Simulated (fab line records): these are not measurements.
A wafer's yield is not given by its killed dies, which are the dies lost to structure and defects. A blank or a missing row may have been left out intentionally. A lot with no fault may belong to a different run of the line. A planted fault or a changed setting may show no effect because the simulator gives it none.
The tool behind it: which one? :: flow n5Finfet :: 7 lots with 19 wafers sampled at 8 steps, on a route of 1938 steps

WHAT EACH GAUGE READ, for each wafer
N5_BEOL_M12_CD_MEAS_17 targets a cd of 140 nm. Usual: cdNm at 140.2 nm, with a standard deviation of 2.1.
lot: L814
measured: day 12 02:22
on: cdSem-02
cdNm (nm): 140.3 138.6
flag: 

lot: L819
measured: day 13 20:24
on: cdSem-01
cdNm (nm): 138.8 139.4 140.9
flag: 

lot: L827
measured: day 15 23:31
on: cdSem-01
cdNm (nm): 141.8 138.8 142.3
flag: 

lot: L825
measured: day 16 02:17
on: cdSem-02
cdNm (nm): 136.4 141.3 137.3
flag: 

lot: L829
measured: day 16 13:30
on: cdSem-01
cdNm (nm): 143.4 144.3
flag: 

lot: L828
measured: day 16 17:50
on: cdSem-01
cdNm (nm): 142.2 142.1 138.6
flag: 

lot: L833
measured: day 17 01:16
on: cdSem-01
cdNm (nm): 140.9 141.0 140.0
flag: 

N5_BEOL_M12_OCD_MEAS_35. Usual: trenchDepthNm at 320 nm, with a standard deviation of 5.1.
lot: L814
measured: day 12 03:26
on: ocd-02
trenchDepthNm (nm): 328 330
flag: 

lot: L819
measured: day 13 21:20
on: ocd-02
trenchDepthNm (nm): 319 322 327
flag: 

lot: L827
measured: day 16 00:37
on: ocd-02
trenchDepthNm (nm): 509 318 320
flag: OFF

lot: L825
measured: day 16 03:21
on: ocd-01
trenchDepthNm (nm): 311 322 326
flag: 

lot: L829
measured: day 16 14:26
on: ocd-01
trenchDepthNm (nm): 326 313
flag: 

lot: L828
measured: day 16 18:46
on: ocd-01
trenchDepthNm (nm): 319 308 323
flag: 

lot: L833
measured: day 17 02:12
on: ocd-02
trenchDepthNm (nm): 326 323 323
flag: 

N5_BEOL_M12_THK_MEAS_50: measures by xrf. Usual: M12_THK typically reads 331 nm, with standard deviation 6.
lot: L814
measured: day 12 05:43
on: filmMetro-02
M12_THK (nm): 343 342
flag: 

lot: L819
measured: day 14 03:36
on: filmMetro-01
M12_THK (nm): 327 329 333
flag: 

lot: L827
measured: day 16 03:21
on: filmMetro-02
M12_THK (nm): 534 330 333
flag: OFF

lot: L825
measured: day 16 06:13
on: filmMetro-01
M12_THK (nm): 318 332 334
flag: 

lot: L829
measured: day 16 16:26
on: filmMetro-01
M12_THK (nm): 334 323
flag: 

lot: L828
measured: day 17 00:52
on: filmMetro-01
M12_THK (nm): 328 316 332
flag: 

lot: L833
measured: day 17 10:10
on: filmMetro-01
M12_THK (nm): 335 331 330
flag: 

N5_BEOL_M12_RS_MEAS_54: measures by four-point-probe. Usual: M12_RS typically reads 0.0597 ohm/sq, with standard deviation 0.001.
lot: L814
measured: day 12 05:51
on: filmMetro-02
M12_RS (ohm/sq): 0.0581 0.0582
flag: 

lot: L819
measured: day 14 03:43
on: filmMetro-01
M12_RS (ohm/sq): 0.0603 0.0599 0.0588
flag: 

lot: L827
measured: day 16 03:29
on: filmMetro-02
M12_RS (ohm/sq): 0.0367 0.0599 0.0596
flag: OFF

lot: L825
measured: day 16 06:20
on: filmMetro-01
M12_RS (ohm/sq): 0.0623 0.0599 0.0594
flag: 

lot: L829
measured: day 16 16:34
on: filmMetro-01
M12_RS (ohm/sq): 0.0591 0.0611
flag: 

lot: L828
measured: day 17 01:02
on: filmMetro-02
M12_RS (ohm/sq): 0.0598 0.0615 0.0588
flag: 

lot: L833
measured: day 17 10:17
on: filmMetro-01
M12_RS (ohm/sq): 0.0583 0.0589 0.0591
flag: 

N5_BEOL_M15_RC_MEAS_101. Usual: COMB_M10 1.5e-11 S/m, standard deviation 3.3e-12; COMB_M11 1.54e-11 S/m, standard deviation 2.5e-12; COMB_M13 5.5e-12 S/m, standard deviation 1e-12; COMB_M14 4.3e-12 S/m, standard deviation 9.1e-13; COMB_M15 3.2e-12 S/m, standard deviation 5.7e-13; COMB_M15_max_site 4.3e-12 S/m, standard deviation 9.4e-13; COMB_M5 3.6e-11 S/m, standard deviation 7.6e-12; COMB_M6 2.6e-11 S/m, standard deviation 5.1e-12; COMB_M7 2.5e-11 S/m, standard deviation 4.4e-12; COMB_M8 2.5e-11 S/m, standard deviation 5.3e-12; COMB_M9 1.55e-11 S/m, standard deviation 2.8e-12; SERP_M10 3.05 ohm/um, standard deviation 0.084; SERP_M11 3.10 ohm/um, standard deviation 0.089; SERP_M12 0.634 ohm/um, standard deviation 0.018; SERP_M12_max_site 0.646 ohm/um, standard deviation 0.018; SERP_M13 0.311 ohm/um, standard deviation 0.0068; SERP_M14 0.160 ohm/um, standard deviation 0.0047; SERP_M5 39.0 ohm/um, standard deviation 1.5; SERP_M6 13.5 ohm/um, standard deviation 0.58; SERP_M7 13.9 ohm/um, standard deviation 0.62; SERP_M8 13.5 ohm/um, standard deviation 0.5; SERP_M9 3.04 ohm/um, standard deviation 0.091.
lot: L814
measured: day 13 02:26
on: prober-02
COMB_M10 (S/m): 1.4e-11 1.4e-11
COMB_M11 (S/m): 1.49e-11 2.02e-11
COMB_M13 (S/m): 3.8e-12 4.9e-12
COMB_M14 (S/m): 4.5e-12 3.5e-12
COMB_M15 (S/m): 2.1e-12 2.3e-12
COMB_M15_max_site (S/m): 2.5e-12 2.7e-12
COMB_M5 (S/m): 3.4e-11 3e-11
COMB_M6 (S/m): 2.7e-11 3.3e-11
COMB_M7 (S/m): 2.5e-11 2.5e-11
COMB_M8 (S/m): 2.3e-11 1.8e-11
COMB_M9 (S/m): 1.6e-11 1.73e-11
SERP_M10 (ohm/um): 3.25 3.22
SERP_M11 (ohm/um): 3.14 3.02
SERP_M12 (ohm/um): 0.639 0.629
SERP_M12_max_site (ohm/um): 0.652 0.643
SERP_M13 (ohm/um): 0.315 0.312
SERP_M14 (ohm/um): 0.167 0.156
SERP_M5 (ohm/um): 40.1 39.6
SERP_M6 (ohm/um): 13.0 13.4
SERP_M7 (ohm/um): 13.9 14.8
SERP_M8 (ohm/um): 13.1 13.9
SERP_M9 (ohm/um): 3.01 3.04
flag: 

lot: L819
measured: day 14 18:55
on: prober-01
COMB_M10 (S/m): 2.1e-11 1.8e-11 2e-11
COMB_M11 (S/m): 1.52e-11 1.89e-11 1.67e-11
COMB_M13 (S/m): 4.8e-12 6.2e-12 5.4e-12
COMB_M14 (S/m): 4e-12 3.6e-12 3.2e-12
COMB_M15 (S/m): 4e-12 3.3e-12 4e-12
COMB_M15_max_site (S/m): 5.6e-12 4.2e-12 5.1e-12
COMB_M5 (S/m): 3.1e-11 3.9e-11 4.9e-11
COMB_M6 (S/m): 2.1e-11 1.4e-11 2.3e-11
COMB_M7 (S/m): 2.7e-11 2.9e-11 2.8e-11
COMB_M8 (S/m): 3.3e-11 3.5e-11 3.2e-11
COMB_M9 (S/m): 1.79e-11 1.59e-11 1.93e-11
SERP_M10 (ohm/um): 3.12 2.99 3.04
SERP_M11 (ohm/um): 3.09 3.05 3.05
SERP_M12 (ohm/um): 0.627 0.650 0.622
SERP_M12_max_site (ohm/um): 0.651 0.658 0.635
SERP_M13 (ohm/um): 0.322 0.303 0.308
SERP_M14 (ohm/um): 0.157 0.156 0.158
SERP_M5 (ohm/um): 40.4 38.0 39.4
SERP_M6 (ohm/um): 13.7 14.0 14.1
SERP_M7 (ohm/um): 14.2 14.3 13.3
SERP_M8 (ohm/um): 12.6 13.1 13.5
SERP_M9 (ohm/um): 3.26 3.09 3.27
flag: 

lot: L827
measured: day 17 03:24
on: prober-01
COMB_M10 (S/m): 1.8e-11 1.7e-11 1.7e-11
COMB_M11 (S/m): 1.7e-11 1.51e-11 1.37e-11
COMB_M13 (S/m): 5.9e-12 5.3e-12 6.2e-12
COMB_M14 (S/m): 4.1e-12 6.3e-12 4.8e-12
COMB_M15 (S/m): 3.4e-12 2.9e-12 3.3e-12
COMB_M15_max_site (S/m): 4.5e-12 5.4e-12 4e-12
COMB_M5 (S/m): 3.7e-11 4.8e-11 4.6e-11
COMB_M6 (S/m): 3.8e-11 2.9e-11 2.1e-11
COMB_M7 (S/m): 2.8e-11 2.6e-11 2e-11
COMB_M8 (S/m): 2e-11 1.9e-11 2.3e-11
COMB_M9 (S/m): 1.11e-11 1.52e-11 1.15e-11
SERP_M10 (ohm/um): 3.25 3.01 3.10
SERP_M11 (ohm/um): 2.98 3.03 3.07
SERP_M12 (ohm/um): 0.387 0.628 0.640
SERP_M12_max_site (ohm/um): 0.391 0.638 0.652
SERP_M13 (ohm/um): 0.313 0.302 0.303
SERP_M14 (ohm/um): 0.158 0.162 0.161
SERP_M5 (ohm/um): 38.2 38.5 36.5
SERP_M6 (ohm/um): 13.0 13.5 12.8
SERP_M7 (ohm/um): 13.7 13.9 13.9
SERP_M8 (ohm/um): 14.6 13.6 13.6
SERP_M9 (ohm/um): 2.91 2.93 3.01
flag: OFF

lot: L825
measured: day 17 13:29
on: prober-02
COMB_M10 (S/m): 2.3e-11 1.8e-11 1.6e-11
COMB_M11 (S/m): 1.35e-11 1.43e-11 1.68e-11
COMB_M13 (S/m): 5.9e-12 5.3e-12 4.2e-12
COMB_M14 (S/m): 3.8e-12 2.9e-12 3.8e-12
COMB_M15 (S/m): 3.8e-12 4e-12 3.7e-12
COMB_M15_max_site (S/m): 5.7e-12 6.7e-12 4.9e-12
COMB_M5 (S/m): 2.7e-11 2.9e-11 2.5e-11
COMB_M6 (S/m): 2.4e-11 2.7e-11 2.2e-11
COMB_M7 (S/m): 2.6e-11 2.6e-11 2.5e-11
COMB_M8 (S/m): 2.6e-11 4.1e-11 2.7e-11
COMB_M9 (S/m): 1.7e-11 1.69e-11 1.44e-11
SERP_M10 (ohm/um): 3.13 2.97 3.23
SERP_M11 (ohm/um): 3.09 3.33 3.04
SERP_M12 (ohm/um): 0.671 0.654 0.631
SERP_M12_max_site (ohm/um): 0.680 0.667 0.638
SERP_M13 (ohm/um): 0.304 0.317 0.306
SERP_M14 (ohm/um): 0.166 0.154 0.165
SERP_M5 (ohm/um): 40.1 40.0 41.4
SERP_M6 (ohm/um): 13.6 14.2 14.0
SERP_M7 (ohm/um): 13.5 13.8 14.2
SERP_M8 (ohm/um): 13.5 13.6 13.7
SERP_M9 (ohm/um): 3.08 2.93 3.11
flag: 

lot: L829
measured: day 17 17:06
on: prober-01
COMB_M10 (S/m): 1.1e-11 1.3e-11
COMB_M11 (S/m): 1.06e-11 1.81e-11
COMB_M13 (S/m): 5.4e-12 5e-12
COMB_M14 (S/m): 3.3e-12 3.1e-12
COMB_M15 (S/m): 3.6e-12 3.8e-12
COMB_M15_max_site (S/m): 5.2e-12 6.1e-12
COMB_M5 (S/m): 5.9e-11 4.5e-11
COMB_M6 (S/m): 2.2e-11 1.9e-11
COMB_M7 (S/m): 2.1e-11 1.9e-11
COMB_M8 (S/m): 2.2e-11 2.7e-11
COMB_M9 (S/m): 1.3e-11 1.86e-11
SERP_M10 (ohm/um): 3.18 3.11
SERP_M11 (ohm/um): 2.96 2.92
SERP_M12 (ohm/um): 0.620 0.643
SERP_M12_max_site (ohm/um): 0.622 0.657
SERP_M13 (ohm/um): 0.307 0.308
SERP_M14 (ohm/um): 0.155 0.169
SERP_M5 (ohm/um): 37.6 39.8
SERP_M6 (ohm/um): 14.6 14.1
SERP_M7 (ohm/um): 13.3 13.2
SERP_M8 (ohm/um): 13.2 14.0
SERP_M9 (ohm/um): 3.09 2.98
flag: 

lot: L828
measured: day 18 00:39
on: prober-02
COMB_M10 (S/m): 1.2e-11 2e-11 2.1e-11
COMB_M11 (S/m): 1.45e-11 1.44e-11 1.44e-11
COMB_M13 (S/m): 3.7e-12 3.3e-12 4.9e-12
COMB_M14 (S/m): 3.5e-12 4.4e-12 3.3e-12
COMB_M15 (S/m): 2.8e-12 2.5e-12 3.6e-12
COMB_M15_max_site (S/m): 3.2e-12 3.5e-12 5.6e-12
COMB_M5 (S/m): 4.4e-11 3e-11 3.1e-11
COMB_M6 (S/m): 2.3e-11 2e-11 2.8e-11
COMB_M7 (S/m): 1.9e-11 2.2e-11 2e-11
COMB_M8 (S/m): 2.2e-11 2.7e-11 2.3e-11
COMB_M9 (S/m): 1.29e-11 1.75e-11 1.39e-11
SERP_M10 (ohm/um): 2.90 3.06 2.99
SERP_M11 (ohm/um): 2.98 3.09 3.08
SERP_M12 (ohm/um): 0.637 0.673 0.623
SERP_M12_max_site (ohm/um): 0.645 0.683 0.630
SERP_M13 (ohm/um): 0.322 0.319 0.307
SERP_M14 (ohm/um): 0.154 0.165 0.156
SERP_M5 (ohm/um): 37.3 38.6 38.3
SERP_M6 (ohm/um): 13.0 13.9 13.4
SERP_M7 (ohm/um): 13.8 14.3 13.6
SERP_M8 (ohm/um): 13.4 14.3 12.9
SERP_M9 (ohm/um): 2.95 2.91 3.04
flag: 

lot: L833
measured: day 18 12:56
on: prober-02
COMB_M10 (S/m): 1.6e-11 1e-11 1.4e-11
COMB_M11 (S/m): 1.68e-11 1.75e-11 1.3e-11
COMB_M13 (S/m): 6.1e-12 4.7e-12 5.4e-12
COMB_M14 (S/m): 3.7e-12 3.4e-12 3.4e-12
COMB_M15 (S/m): 3.1e-12 3.4e-12 3.4e-12
COMB_M15_max_site (S/m): 5.5e-12 4.3e-12 4.3e-12
COMB_M5 (S/m): 3.5e-11 4.7e-11 2.9e-11
COMB_M6 (S/m): 1.6e-11 1.7e-11 1.9e-11
COMB_M7 (S/m): 2.9e-11 2.9e-11 2.6e-11
COMB_M8 (S/m): 3.1e-11 2.4e-11 2.6e-11
COMB_M9 (S/m): 1.57e-11 1.01e-11 1.3e-11
SERP_M10 (ohm/um): 2.97 3.04 3.09
SERP_M11 (ohm/um): 3.11 2.93 3.02
SERP_M12 (ohm/um): 0.607 0.631 0.615
SERP_M12_max_site (ohm/um): 0.615 0.641 0.628
SERP_M13 (ohm/um): 0.310 0.315 0.311
SERP_M14 (ohm/um): 0.161 0.166 0.156
SERP_M5 (ohm/um): 41.0 38.8 39.8
SERP_M6 (ohm/um): 13.7 12.9 13.9
SERP_M7 (ohm/um): 12.6 13.4 14.7
SERP_M8 (ohm/um): 14.7 14.2 14.1
SERP_M9 (ohm/um): 2.97 2.98 2.90
flag: 

TOOL THAT RAN EACH LOT (tool first, then ch and the chambers of the sampled wafers, then the start)
lot: L814
N5_BEOL_M12_VIA_ETCH_16: rieDiel-03 ch 2,3, day 12 01:58
N5_BEOL_M12_ETCH_68: rieDiel-04 ch 1, day 12 03:05
N5_BEOL_M12_TRENCH_ETCH_34: rieDiel-04 ch 1, day 12 03:16

lot: L819
N5_BEOL_M12_VIA_ETCH_16: rieDiel-03 ch 1,2, day 13 19:59
N5_BEOL_M12_ETCH_68: rieDiel-04 ch 0,1,2, day 13 20:59
N5_BEOL_M12_TRENCH_ETCH_34: rieDiel-04 ch 0,1,2, day 13 21:11

lot: L827
N5_BEOL_M12_VIA_ETCH_16: rieDiel-01 ch 0,1,3, day 15 23:05
N5_BEOL_M12_ETCH_68: rieDiel-04 ch 0,2,3, day 16 00:17
N5_BEOL_M12_TRENCH_ETCH_34: rieDiel-04 ch 0,2,3, day 16 00:28

lot: L825
N5_BEOL_M12_VIA_ETCH_16: rieDiel-01 ch 2,3, day 16 01:53
N5_BEOL_M12_ETCH_68: rieDiel-03 ch 0,1,2, day 16 03:01
N5_BEOL_M12_TRENCH_ETCH_34: rieDiel-03 ch 0,1,2, day 16 03:11

lot: L829
N5_BEOL_M12_VIA_ETCH_16: rieDiel-01 ch 2,3, day 16 13:05
N5_BEOL_M12_ETCH_68: rieDiel-03 ch 0,1, day 16 14:05
N5_BEOL_M12_TRENCH_ETCH_34: rieDiel-03 ch 0,1, day 16 14:16

lot: L828
N5_BEOL_M12_VIA_ETCH_16: rieDiel-04 ch 0,3, day 16 17:19
N5_BEOL_M12_ETCH_68: rieDiel-03 ch 0,1,3, day 16 18:30
N5_BEOL_M12_TRENCH_ETCH_34: rieDiel-03 ch 0,1,3, day 16 18:40

lot: L833
N5_BEOL_M12_VIA_ETCH_16: rieDiel-03 ch 0,1,2, day 17 00:48
N5_BEOL_M12_ETCH_68: rieDiel-01 ch 0,2, day 17 01:52
N5_BEOL_M12_TRENCH_ETCH_34: rieDiel-01 ch 0,1, day 17 02:02
- N5_BEOL_M12_VIA_ETCH_16: etches SiOC in C4F8/O2/Ar, target depth 724.8 nm.
- N5_BEOL_M12_ETCH_68: etches SOC in N2/H2, time 285 s.
- N5_BEOL_M12_TRENCH_ETCH_34: etches SiOC in C4F8/O2/Ar, target depth 318.95 nm, time 125.5 s.

AS READ BY THE TOOLS THEMSELVES (means over the sampled wafers that have a number; for cases with no such wafer, the mark the record gives instead)
N5_BEOL_M12_VIA_ETCH_16. Usual: O2_flow_sccm 8.000 sccm, standard deviation 0.026; chamberPressureMTorr 29.998 mTorr, standard deviation 0.028; drypumpMotorCurrentA 5.5 A, standard deviation 0.4; oesProductAu 0.73 a.u., standard deviation 0.052; rfVppV 666 V, standard deviation 3.7; showerheadPlenumPTorr 3.44 Torr, standard deviation 0.12; throttleValvePct 24.19 %, standard deviation 0.19.
lot: L814
tool: rieDiel-03
O2_flow_sccm (sccm): 8.005
chamberPressureMTorr (mTorr): 29.951
drypumpMotorCurrentA (A): 5.5
oesProductAu (a.u.): 0.68
rfVppV (V): 665
showerheadPlenumPTorr (Torr): 3.42
throttleValvePct (%): 24.18
flag: 

lot: L819
tool: rieDiel-03
O2_flow_sccm (sccm): 7.993
chamberPressureMTorr (mTorr): 29.976
drypumpMotorCurrentA (A): 5.4
oesProductAu (a.u.): 0.72
rfVppV (V): 668
showerheadPlenumPTorr (Torr): 3.50
throttleValvePct (%): 24.10
flag: 

lot: L827
tool: rieDiel-01
O2_flow_sccm (sccm): 8.025
chamberPressureMTorr (mTorr): 29.979
drypumpMotorCurrentA (A): 5.3
oesProductAu (a.u.): 0.74
rfVppV (V): 665
showerheadPlenumPTorr (Torr): 3.41
throttleValvePct (%): 24.13
flag: 

lot: L825
tool: rieDiel-01
O2_flow_sccm (sccm): 8.004
chamberPressureMTorr (mTorr): 30.004
drypumpMotorCurrentA (A): 5.3
oesProductAu (a.u.): 0.76
rfVppV (V): 668
showerheadPlenumPTorr (Torr): 3.50
throttleValvePct (%): 24.10
flag: 

lot: L829
tool: rieDiel-01
O2_flow_sccm (sccm): 7.989
chamberPressureMTorr (mTorr): 29.995
drypumpMotorCurrentA (A): 5.5
oesProductAu (a.u.): 0.77
rfVppV (V): 669
showerheadPlenumPTorr (Torr): 3.52
throttleValvePct (%): 24.15
flag: 

lot: L828
tool: rieDiel-04
O2_flow_sccm (sccm): 7.989
chamberPressureMTorr (mTorr): 29.995
drypumpMotorCurrentA (A): 5.6
oesProductAu (a.u.): 0.75
rfVppV (V): 668
showerheadPlenumPTorr (Torr): 3.50
throttleValvePct (%): 24.28
flag: 

lot: L833
tool: rieDiel-03
O2_flow_sccm (sccm): 8.008
chamberPressureMTorr (mTorr): 30.000
drypumpMotorCurrentA (A): 5.4
oesProductAu (a.u.): 0.66
rfVppV (V): 663
showerheadPlenumPTorr (Torr): 3.37
throttleValvePct (%): 24.22
flag: 

N5_BEOL_M12_ETCH_68. Usual: chamberPressureMTorr 30.002 mTorr, standard deviation 0.026; drypumpMotorCurrentA 5.5 A, standard deviation 0.4; oesProductAu 0.80 a.u., standard deviation 0.058; rfVppV 524.2 V, standard deviation 2.9; showerheadPlenumPTorr 2.55 Torr, standard deviation 0.1; throttleValvePct 17.71 %, standard deviation 0.22.
lot: L814
tool: rieDiel-04
chamberPressureMTorr (mTorr): 30.000
drypumpMotorCurrentA (A): 6.5
oesProductAu (a.u.): 0.83
rfVppV (V): 521.1
showerheadPlenumPTorr (Torr): 2.46
throttleValvePct (%): 18.09
flag: 

lot: L819
tool: rieDiel-04
chamberPressureMTorr (mTorr): 29.987
drypumpMotorCurrentA (A): 5.7
oesProductAu (a.u.): 0.82
rfVppV (V): 522.5
showerheadPlenumPTorr (Torr): 2.49
throttleValvePct (%): 17.68
flag: 

lot: L827
tool: rieDiel-04
chamberPressureMTorr (mTorr): 29.980
drypumpMotorCurrentA (A): 5.5
oesProductAu (a.u.): 0.80
rfVppV (V): 524.1
showerheadPlenumPTorr (Torr): 2.56
throttleValvePct (%): 17.62
flag: 

lot: L825
tool: rieDiel-03
chamberPressureMTorr (mTorr): 30.002
drypumpMotorCurrentA (A): 5.4
oesProductAu (a.u.): 0.75
rfVppV (V): 522.8
showerheadPlenumPTorr (Torr): 2.51
throttleValvePct (%): 17.76
flag: 

lot: L829
tool: rieDiel-03
chamberPressureMTorr (mTorr): 30.030
drypumpMotorCurrentA (A): 5.3
oesProductAu (a.u.): 0.76
rfVppV (V): 524.3
showerheadPlenumPTorr (Torr): 2.54
throttleValvePct (%): 17.64
flag: 

lot: L828
tool: rieDiel-03
chamberPressureMTorr (mTorr): 30.012
drypumpMotorCurrentA (A): 5.4
oesProductAu (a.u.): 0.75
rfVppV (V): 524.6
showerheadPlenumPTorr (Torr): 2.58
throttleValvePct (%): 17.65
flag: 

lot: L833
tool: rieDiel-01
chamberPressureMTorr (mTorr): 29.998
drypumpMotorCurrentA (A): 5.8
oesProductAu (a.u.): 0.84
rfVppV (V): 524.6
showerheadPlenumPTorr (Torr): 2.61
throttleValvePct (%): 17.76
flag: 

N5_BEOL_M12_TRENCH_ETCH_34. Usual: O2_flow_sccm 7.999 sccm, standard deviation 0.029; chamberPressureMTorr 30.002 mTorr, standard deviation 0.027; drypumpMotorCurrentA 5.5 A, standard deviation 0.4; oesProductAu 0.80 a.u., standard deviation 0.058; rfVppV 666 V, standard deviation 3.8; showerheadPlenumPTorr 3.44 Torr, standard deviation 0.12; throttleValvePct 24.19 %, standard deviation 0.19.
lot: L814
tool: rieDiel-04
O2_flow_sccm (sccm): 7.991
chamberPressureMTorr (mTorr): 29.983
drypumpMotorCurrentA (A): 6.5
oesProductAu (a.u.): 0.84
rfVppV (V): 664
showerheadPlenumPTorr (Torr): 3.34
throttleValvePct (%): 24.59
flag: 

lot: L819
tool: rieDiel-04
O2_flow_sccm (sccm): 7.949
chamberPressureMTorr (mTorr): 29.974
drypumpMotorCurrentA (A): 5.7
oesProductAu (a.u.): 0.82
rfVppV (V): 664
showerheadPlenumPTorr (Torr): 3.37
throttleValvePct (%): 24.29
flag: 

lot: L827
tool: rieDiel-04
O2_flow_sccm (sccm): 8.008
chamberPressureMTorr (mTorr): 30.010
drypumpMotorCurrentA (A): 5.4
oesProductAu (a.u.): 0.81
rfVppV (V): 666
showerheadPlenumPTorr (Torr): 3.45
throttleValvePct (%): 24.17
flag: 

lot: L825
tool: rieDiel-03
O2_flow_sccm (sccm): 7.993
chamberPressureMTorr (mTorr): 29.987
drypumpMotorCurrentA (A): 5.5
oesProductAu (a.u.): 0.75
rfVppV (V): 664
showerheadPlenumPTorr (Torr): 3.38
throttleValvePct (%): 24.20
flag: 

lot: L829
tool: rieDiel-03
O2_flow_sccm (sccm): 7.958
chamberPressureMTorr (mTorr): 30.015
drypumpMotorCurrentA (A): 5.3
oesProductAu (a.u.): 0.76
rfVppV (V): 666
showerheadPlenumPTorr (Torr): 3.42
throttleValvePct (%): 24.11
flag: 

lot: L828
tool: rieDiel-03
O2_flow_sccm (sccm): 8.014
chamberPressureMTorr (mTorr): 30.012
drypumpMotorCurrentA (A): 5.4
oesProductAu (a.u.): 0.75
rfVppV (V): 667
showerheadPlenumPTorr (Torr): 3.46
throttleValvePct (%): 24.08
flag: 

lot: L833
tool: rieDiel-01
O2_flow_sccm (sccm): 8.008
chamberPressureMTorr (mTorr): 30.018
drypumpMotorCurrentA (A): 5.4
oesProductAu (a.u.): 0.80
rfVppV (V): 664
showerheadPlenumPTorr (Torr): 3.37
throttleValvePct (%): 24.21
flag: 

THE ANSWER, worked out from the rows above alone
Rule: a lot counts as off when the mean over its wafers that have a number is more than 3 standard deviations away from the usual mean. A lot without any number at a reading at which 4 lots or more have one is off too. All remaining lots with rows at the step are treated as sound. After the gauges, taken in route order, come the tools' own readings; for these a lot's mean is taken, as printed above. At the first step where some lot is off, the reading lying furthest off is the one used; lots without a number count as furthest.
Off, at N5_BEOL_M12_OCD_MEAS_35 on trenchDepthNm: L827.
A tool fits if, at a process step before that reading, it ran every lot that is off, and no sound lot after the first of them. The gauges at N5_BEOL_M12_OCD_MEAS_35 aren't tried: what is off there is off at N5_BEOL_M12_THK_MEAS_50 too, on other tools, and a gauge's error can't cause that. One candidate fits, namely rieDiel-04 at N5_BEOL_M12_ETCH_68 and N5_BEOL_M12_TRENCH_ETCH_34. At N5_BEOL_M12_ETCH_68 its last sound lot is L819 (day 13 20:59), its first lot that is off L827 (day 16 00:17): a fault that began between those two fits.

WHAT WAS PUT IN BY THE SIMULATOR
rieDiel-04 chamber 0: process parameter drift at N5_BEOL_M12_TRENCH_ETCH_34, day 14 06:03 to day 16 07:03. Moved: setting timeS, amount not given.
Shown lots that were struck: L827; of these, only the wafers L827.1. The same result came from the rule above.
